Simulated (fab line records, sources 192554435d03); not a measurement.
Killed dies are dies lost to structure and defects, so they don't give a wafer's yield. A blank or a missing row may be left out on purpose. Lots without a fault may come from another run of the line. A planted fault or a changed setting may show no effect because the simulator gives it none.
Chamber matching | flow n5_finfet | N5_SDB_CMP_30 on cmp-04: 4 sister chambers
The step polishes, stops on poly-Si, t overpolish 1.54 s, target thk 30 nm. 20 wafers are shown with their chamber, then 10 later ones without.

WAFERS WITH THEIR CHAMBER
wafer  | chamber | motor_current_A (A) | overpolish_run_s (s) | time_to_endpoint_s (s)
L076.3 | 2       | 12.6                | 1.545                | 16.5
L076.4 | 1       | 13.2                | 1.517                | 18.6
L076.6 | 2       | 13.0                | 1.547                | 18.0
L077.1 | 1       | 13.2                | 1.532                | 19.0
L077.2 | 0       | 12.1                | 1.541                | 19.9
L077.3 | 2       | 12.3                | 1.524                | 14.7
L082.3 | 3       | 13.0                | 1.540                | 19.3
L082.4 | 2       | 12.3                | 1.561                | 15.2
L082.6 | 2       | 12.2                | 1.560                | 16.2
L084.2 | 3       | 13.6                | 1.537                | 18.0
L084.3 | 0       | 12.2                | 1.548                | 15.1
L084.6 | 1       | 13.5                | 1.548                | 16.5
L085.3 | 3       | 14.0                | 1.544                | 12.5
L085.5 | 1       | 13.7                | 1.526                | 16.5
L085.6 | 0       | 11.7                | 1.546                | 14.2
L087.1 | 2       | 13.2                | 1.541                | 18.9
L087.2 | 1       | 13.2                | 1.537                | 21.0
L087.5 | 2       | 13.0                | 1.544                | 16.5
L089.1 | 0       | 12.2                | 1.552                | 19.2
L089.2 | 2       | 13.2                | 1.541                | 15.2

SIGNATURES (means of the wafers above)
reading            | chamber 0 | chamber 1 | chamber 2 | chamber 3 | scatter within a chamber
motor_current_A    | 12.050    | 13.360    | 12.725    | 13.533    | 0.366
overpolish_run_s   | 1.54675   | 1.53200   | 1.54537   | 1.54033   | 0.00996
time_to_endpoint_s | 17.100    | 18.320    | 16.400    | 16.600    | 2.23
Rule: a wafer's distance from a chamber is the root of the sum, over the readings, of the square of ((its reading less the chamber's mean) divided by the reading's scatter). The wafer belongs to the nearest chamber; if the next one is less than 2 further off, it can't be placed. The scatter: the root of (the sum of the squares of (reading less its chamber's mean) over the shown wafers, divided by (wafers less chambers)).

WAFERS WITHOUT THEIR CHAMBER
wafer  | motor_current_A (A) | overpolish_run_s (s) | time_to_endpoint_s (s)
L089.6 | 13.6                | 1.546                | 20.1
L092.2 | 13.0                | 1.540                | 15.6
L092.3 | 11.6                | 1.555                | 15.5
L092.6 | 11.7                | 1.530                | 20.5
L093.2 | 11.3                | 1.529                | 15.9
L093.5 | 11.8                | 1.537                | 15.4
L093.6 | 13.9                | 1.536                | 15.2
L097.2 | 11.8                | 1.518                | 14.5
L097.4 | 13.4                | 1.550                | 14.7
L097.5 | 12.7                | 1.551                | 10.8

WHICH CHAMBER EACH WENT THROUGH
wafer  | from the rows above               | in truth
L089.6 | can't be placed: 3 or 1 or 2      | 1
L092.2 | can't be placed: 2 or 3 or 1 or 0 | 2
L092.3 | can't be placed: 0 or 2           | 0
L092.6 | can't be placed: 0 or 2           | 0
L093.2 | can't be placed: 0 or 2           | 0
L093.5 | can't be placed: 0 or 2           | 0
L093.6 | can't be placed: 3 or 1           | 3
L097.2 | can't be placed: 0 or 2 or 1      | 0
L097.4 | can't be placed: 3 or 2 or 1      | 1
L097.5 | can't be placed: 2 or 0 or 3 or 1 | 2
Placed correctly: 0 of 10. Can't be placed from these rows: 10 (the true chamber is among the candidates in 10). Placed wrongly: 0.
